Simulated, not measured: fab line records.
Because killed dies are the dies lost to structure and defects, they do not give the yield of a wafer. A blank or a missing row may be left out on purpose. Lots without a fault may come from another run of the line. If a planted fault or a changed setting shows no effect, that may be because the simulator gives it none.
Which tool did it? ; flow nand_harc ; 36 wafers from 12 lots sampled at 6 of the route's 1159 steps

WHAT EACH GAUGE READ, for each wafer
NHARC_P_ZERO_WELL_CD_MEAS_24: the cd target is 720 nm. Usual: cd_nm at 719.9 nm, with a standard deviation of 1.3.
lot;measured;on;cd_nm (nm);flag
L924;day 2 08:28;cd_sem-01;- - -;OFF
L925;day 2 14:30;cd_sem-02;720.3 719.9 720.2;
L931;day 4 02:28;cd_sem-03;719.7 719.0 719.0;
L932;day 4 08:25;cd_sem-01;719.1 720.5 720.5;
L933;day 4 14:29;cd_sem-02;720.0 720.5 721.0;
L934;day 4 20:29;cd_sem-03;720.9 720.2 721.3;
L936;day 5 08:35;cd_sem-01;718.3 718.1 717.9;
L937;day 5 14:30;cd_sem-02;721.2 718.4 718.3;
L940;day 6 08:36;cd_sem-01;718.8 717.3 718.2;
L941;day 6 14:56;cd_sem-03;720.0 720.3 719.8;
L942;day 6 20:28;cd_sem-02;720.0 720.3 721.1;
L943;day 7 02:33;cd_sem-02;722.3 721.5 719.7;

NHARC_P_ZERO_WELL_INSPECT_43. Usual: raw_defect_count at 14, with a standard deviation of 5.6.
lot;measured;on;raw_defect_count;flag
L924;day 2 13:38;defect_inspect-02;7 6 12;
L925;day 2 19:40;defect_inspect-02;18 17 14;
L931;day 4 07:28;defect_inspect-02;6 20 10;
L932;day 4 13:56;defect_inspect-01;22 8 10;
L933;day 4 20:22;defect_inspect-02;15 8 21;
L934;day 5 01:36;defect_inspect-02;16 8 22;
L936;day 5 13:41;defect_inspect-02;25 10 13;
L937;day 5 19:23;defect_inspect-01;15 18 13;
L940;day 6 13:35;defect_inspect-01;15 18 16;
L941;day 6 20:12;defect_inspect-02;21 14 15;
L942;day 7 01:32;defect_inspect-02;30 16 19;
L943;day 7 07:45;defect_inspect-02;15 15 25;

NHARC_END_SORT_01. Usual: killed_at_array 29, standard deviation 12; killed_at_other 0.7, standard deviation 1; killed_at_periphery 4, standard deviation 3.2; killed_dies 34, standard deviation 12; killed_open 3.4, standard deviation 2; killed_short 1.8, standard deviation 1.3.
lot;measured;on;killed_at_array;killed_at_other;killed_at_periphery;killed_dies;killed_open;killed_short;flag
L924;day 20 00:25;prober-01;21 18 20;1 0 0;655 659 657;677 677 677;6 1 3;3 2 0;OFF

TOOL THAT RAN EACH LOT (tool first, then ch and the chambers of the sampled wafers, then the start)
lot;NHARC_P_ZERO_WELL_ETCH_65;NHARC_P_ZERO_WELL_ETCH_63;NHARC_P_ZERO_WELL_EXPOSE_21
L924;rie_diel-13 ch 1,2,3, day 2 07:29;rie_si-06 ch 0,2,3, day 2 07:39;krf_scanner-02 ch 0, day 2 08:18
L925;rie_diel-08 ch 0,1,3, day 2 13:22;rie_si-03 ch 1,2,3, day 2 13:32;krf_scanner-04 ch 0, day 2 14:20
L931;rie_diel-13 ch 1,2,3, day 4 01:30;rie_si-06 ch 0,1,3, day 4 01:41;krf_scanner-02 ch 0, day 4 02:18
L932;rie_diel-13 ch 0,1,2, day 4 07:22;rie_si-03 ch 1,2, day 4 07:32;krf_scanner-02 ch 0, day 4 08:16
L933;rie_diel-07 ch 1,2, day 4 13:29;rie_si-01 ch 0,2,3, day 4 13:41;krf_scanner-02 ch 0, day 4 14:20
L934;rie_diel-08 ch 1,2, day 4 19:31;rie_si-06 ch 0,2, day 4 19:41;krf_scanner-02 ch 0, day 4 20:20
L936;rie_diel-07 ch 0,1,2, day 5 07:29;rie_si-01 ch 1,2,3, day 5 07:39;krf_scanner-03 ch 0, day 5 08:25
L937;rie_diel-13 ch 0,3, day 5 13:22;rie_si-06 ch 0,1,3, day 5 13:34;krf_scanner-02 ch 0, day 5 14:20
L940;rie_diel-13 ch 1,2, day 6 07:31;rie_si-03 ch 0,3, day 6 07:41;krf_scanner-03 ch 0, day 6 08:27
L941;rie_diel-13 ch 0,1,2, day 6 13:49;rie_si-03 ch 1,2, day 6 14:00;krf_scanner-04 ch 0, day 6 14:47
L942;rie_diel-07 ch 0,2, day 6 19:21;rie_si-06 ch 1,3, day 6 19:31;krf_scanner-03 ch 0, day 6 20:19
L943;rie_diel-08 ch 2,3, day 7 01:24;rie_si-03 ch 1,2,3, day 7 01:37;krf_scanner-02 ch 0, day 7 02:24
- NHARC_P_ZERO_WELL_ETCH_65: etches the open film in N2/H2, target depth 80 nm, overetch 24 nm, time 87.88 s.
- NHARC_P_ZERO_WELL_ETCH_63: etches the open film in HBr/Cl2, target depth 120 nm, time 40.1 s.
- NHARC_P_ZERO_WELL_EXPOSE_21: exposes mask P NWELL, target cd 720 nm.

AS READ BY THE TOOLS THEMSELVES (means over the sampled wafers that have a number; for cases with no such wafer, the mark the record gives instead)
NHARC_P_ZERO_WELL_ETCH_65. Usual: drypump_motor_current_A 5.9 A, standard deviation 0.42; oes_product_au 1.001 a.u., standard deviation 0.0067; rf_vpp_V 431.6 V, standard deviation 2.4; showerhead_plenum_p_Torr 2.08 Torr, standard deviation 0.084; throttle_valve_pct 14.172 %, standard deviation 0.0089.
lot;tool;drypump_motor_current_A (A);oes_product_au (a.u.);rf_vpp_V (V);showerhead_plenum_p_Torr (Torr);throttle_valve_pct (%);flag
L924;rie_diel-13;5.8;1.006;430.8;2.04;14.169;
L925;rie_diel-08;6.3;0.998;432.6;2.11;14.178;
L931;rie_diel-13;5.8;0.992;430.8;2.04;14.171;
L932;rie_diel-13;5.9;0.994;429.5;2.00;14.177;
L933;rie_diel-07;5.8;1.010;433.2;2.16;14.174;
L934;rie_diel-08;6.3;0.999;431.8;2.14;14.173;
L936;rie_diel-07;5.5;1.000;431.0;2.09;14.176;
L937;rie_diel-13;6.1;1.001;431.7;2.08;14.171;
L940;rie_diel-13;5.9;1.002;428.2;1.96;14.176;
L941;rie_diel-13;6.0;1.002;429.2;2.00;14.173;
L942;rie_diel-07;5.6;1.002;431.4;2.05;14.167;
L943;rie_diel-08;5.7;0.997;433.4;2.15;14.166;

NHARC_P_ZERO_WELL_ETCH_63. Usual: drypump_motor_current_A 5.8 A, standard deviation 0.45; oes_product_au 1.001 a.u., standard deviation 0.0077; throttle_valve_pct 26.406 %, standard deviation 0.01.
lot;tool;drypump_motor_current_A (A);oes_product_au (a.u.);throttle_valve_pct (%);flag
L924;rie_si-06;5.8;1.000;26.410;
L925;rie_si-03;5.8;1.008;26.403;
L931;rie_si-06;6.1;0.995;26.407;
L932;rie_si-03;5.8;1.006;26.417;
L933;rie_si-01;5.7;0.997;26.400;
L934;rie_si-06;5.3;0.991;26.412;
L936;rie_si-01;5.9;1.006;26.407;
L937;rie_si-06;6.1;0.995;26.409;
L940;rie_si-03;5.4;1.010;26.408;
L941;rie_si-03;5.7;0.998;26.410;
L942;rie_si-06;6.1;0.992;26.416;
L943;rie_si-03;5.8;1.011;26.404;

THE ANSWER, worked out from the rows above alone
Rule: a lot is off if the mean of its wafers that have a number lies more than 3 standard deviations from the usual mean. Also off: a lot with no number at a reading for which 4 or more lots have one. The other lots that the step has rows for count as sound. First the gauges in route order, then the tools' own readings, where a lot's mean is used as printed above. The first step at which some lot is off is used, and at that step the reading that is off furthest; a lot without a number counts as furthest.
Off: L924 (NHARC_P_ZERO_WELL_CD_MEAS_24, cd_nm). Without a number there: L924.
A tool fits if, at a process step before that reading, it ran every lot that is off, and no sound lot after the first of them. Not tried: the gauges at NHARC_P_ZERO_WELL_CD_MEAS_24; whatever is off there is also off at NHARC_END_SORT_01, on other tools, and gauge error can't account for it. No candidate that was tried fits.

WHAT THE SIMULATOR PUT IN
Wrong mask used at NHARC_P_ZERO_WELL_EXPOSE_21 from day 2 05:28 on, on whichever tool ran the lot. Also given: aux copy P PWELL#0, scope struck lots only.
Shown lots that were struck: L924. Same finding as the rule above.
